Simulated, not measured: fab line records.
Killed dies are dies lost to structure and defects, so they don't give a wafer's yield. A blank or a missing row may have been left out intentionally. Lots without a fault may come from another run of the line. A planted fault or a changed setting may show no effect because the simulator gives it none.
Chamber matching -- flow n5Finfet -- 4 sister chambers for N5_BEOL_M4_STRIP_19 on rieDiel-05
The step strips in O2. 16 wafers are shown with their chamber, then 8 later ones without.

== WAFERS, EACH WITH ITS CHAMBER ==
wafer,chamber,drypumpMotorCurrentA (A),showerheadPlenumPTorr (Torr),throttleValvePct (%)
L074.2,1,5.7,2.05,16.61
L074.3,3,5.2,2.22,16.46
L074.6,0,5.7,2.05,16.42
L077.2,1,5.6,2.04,16.62
L077.3,2,6.5,2.15,17.01
L077.6,0,5.7,2.04,16.45
L084.3,1,5.6,2.04,16.64
L084.4,1,5.7,2.04,16.65
L084.6,3,5.2,2.22,16.49
L087.3,1,5.6,2.04,16.67
L087.4,3,5.2,2.21,16.52
L087.5,1,5.6,2.04,16.66
L088.1,1,5.6,2.04,16.67
L088.3,2,6.5,2.15,16.57
L088.4,0,5.8,2.03,16.49
L093.2,2,6.5,2.14,16.60

SIGNATURES (means of the wafers above)
reading,chamber 0,chamber 1,chamber 2,chamber 3,scatter within a chamber
drypumpMotorCurrentA,5.733,5.629,6.500,5.200,0.0418
showerheadPlenumPTorr,2.0400,2.0414,2.1467,2.2167,0.00591
throttleValvePct,16.4533,16.6457,16.7267,16.4900,0.103
Rule: a wafer's distance from a chamber is the root of the sum, over the readings, of the square of ((its reading less the chamber's mean) divided by the reading's scatter). The wafer belongs to the nearest chamber; if the next one is less than 2 further off, it can't be placed. The scatter: the root of (the sum of the squares of (reading less its chamber's mean) over the shown wafers, divided by (wafers less chambers)).

== WAFERS MISSING THEIR CHAMBER ==
wafer,drypumpMotorCurrentA (A),showerheadPlenumPTorr (Torr),throttleValvePct (%)
L093.4,5.8,2.03,16.52
L093.6,5.2,2.21,16.52
L092.1,5.2,2.21,16.54
L092.2,5.7,2.03,16.52
L092.3,5.6,2.03,16.69
L095.1,5.8,2.03,16.52
L095.3,5.2,2.21,16.54
L095.6,5.6,2.03,16.68

== EACH ONE'S CHAMBER ==
wafer,from the rows above,in truth
L093.4,0,0
L093.6,3,3
L092.1,3,3
L092.2,can't be placed: 0 or 1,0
L092.3,1,1
L095.1,0,0
L095.3,3,3
L095.6,1,1
7 of 8 placed correctly. Not placeable from these rows: 1 (in 1, the candidates include the true chamber). Number placed wrongly: 0.
